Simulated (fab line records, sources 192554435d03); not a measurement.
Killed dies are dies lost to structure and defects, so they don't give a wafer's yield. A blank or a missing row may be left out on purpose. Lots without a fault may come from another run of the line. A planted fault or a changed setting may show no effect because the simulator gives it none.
Split-lot experiment | flow n5_finfet | 7 lots, 21 wafers read, on a route of 1938 steps

THE SPLIT
At N5_PASSIVATION_EXPOSE_07 (exposes mask TV, defocus 0 nm, target cd 3000 nm), the setting dose_mj was moved away from the recipe's 22.75 on 8 of the 21 wafers read, by -5.1% to +3.4%. The other wafers ran this setting at the recipe's value.

FROM THE SPLIT TO THE READING: what the file shows between them, 3 steps
- N5_PASSIVATION_PEB_08
- N5_PASSIVATION_DEVELOP_09: develop time 60 s
- N5_PASSIVATION_HARDBAKE_11: time 120 s

THE READING
cd_nm, in nm, at N5_PASSIVATION_CD_MEAS_10 (target cd 3000 nm). Fault-free wafers of this fab line usually give 2999.5 nm, standard deviation 2.8 nm.

wafer  | tool, chamber at the split | dose_mj as run | against the recipe | cd_nm, nm | against lot-mates on the recipe
L075.2 | krf_scanner-02, 0          | 22.75          | recipe             | 3002.3    | -
L075.4 | krf_scanner-02, 0          | 22.75          | recipe             | 3000.6    | -
L075.5 | krf_scanner-02, 0          | 22.75          | recipe             | 3001.2    | -
L077.1 | krf_scanner-02, 0          | 21.77          | -4.3%              | 2989.7    | no lot-mate on the recipe
L077.3 | krf_scanner-02, 0          | 21.77          | -4.3%              | 2992.4    | no lot-mate on the recipe
L077.5 | krf_scanner-02, 0          | 21.77          | -4.3%              | 2989.2    | no lot-mate on the recipe
L080.2 | krf_scanner-01, 0          | 22.75          | recipe             | 2998.7    | -
L080.5 | krf_scanner-01, 0          | 21.59          | -5.1%              | 2988.3    | -10.4
L080.6 | krf_scanner-01, 0          | 21.59          | -5.1%              | 2986.4    | -12.3
L085.2 | krf_scanner-02, 0          | 22.75          | recipe             | 3000.4    | -
L085.3 | krf_scanner-02, 0          | 22.75          | recipe             | 2996.4    | -
L085.4 | krf_scanner-02, 0          | 22.75          | recipe             | 3002.6    | -
L095.3 | krf_scanner-01, 0          | 22.75          | recipe             | 2996.4    | -
L095.4 | krf_scanner-01, 0          | 22.75          | recipe             | 3000.8    | -
L095.6 | krf_scanner-01, 0          | 23.53          | +3.4%              | 3009.9    | +11.3
L097.3 | krf_scanner-01, 0          | 22.75          | recipe             | 3000.2    | -
L097.4 | krf_scanner-01, 0          | 22.75          | recipe             | 2999.6    | -
L097.5 | krf_scanner-01, 0          | 22.75          | recipe             | 3004.2    | -
L096.1 | krf_scanner-01, 0          | 23.31          | +2.5%              | 3006.7    | +3.4
L096.3 | krf_scanner-01, 0          | 23.31          | +2.5%              | 3010.0    | +6.7
L096.4 | krf_scanner-01, 0          | 22.75          | recipe             | 3003.3    | -

THE FIT
A straight line over all 21 wafers: cd_nm changes by +2.58 nm for each +1% of dose_mj; r = +0.95; the points scatter about the line by 2.1 nm.
The same after taking each lot's own level away (the mean of its wafers on the recipe; 18 wafers): +2.37 nm for each +1%; r = +0.93; scatter 2 nm.
On that fit, the largest move of dose_mj shifts the reading by 12 nm.
The lots' own levels span 2998.60 to 3003.30 nm, that is 1.7 times the standard deviation above.
So the lot-to-lot level changes the slope little: the two slopes agree.
Check: with one of the wafers moved furthest among these (-5.1%) left out of the fit, the line predicts -12.8 nm for it against its lot-mates. It came out at -10.4 nm against them.

OTHER SPLITS ON THESE WAFERS
These wafers also went through other splits before the reading. Each is held against what the fit with the lots' levels taken away leaves over:
other split on the same wafers    | wafers away from the commonest value | r with cd_nm (lot level and that fit taken away)
N5_BEOL_M15_TRENCH_ETCH_34 time_s | 7                                    | -0.09

THE FILE'S OWN FIT
cd_nm changes by +2.48 nm for each +1% of dose_mj, r = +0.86.
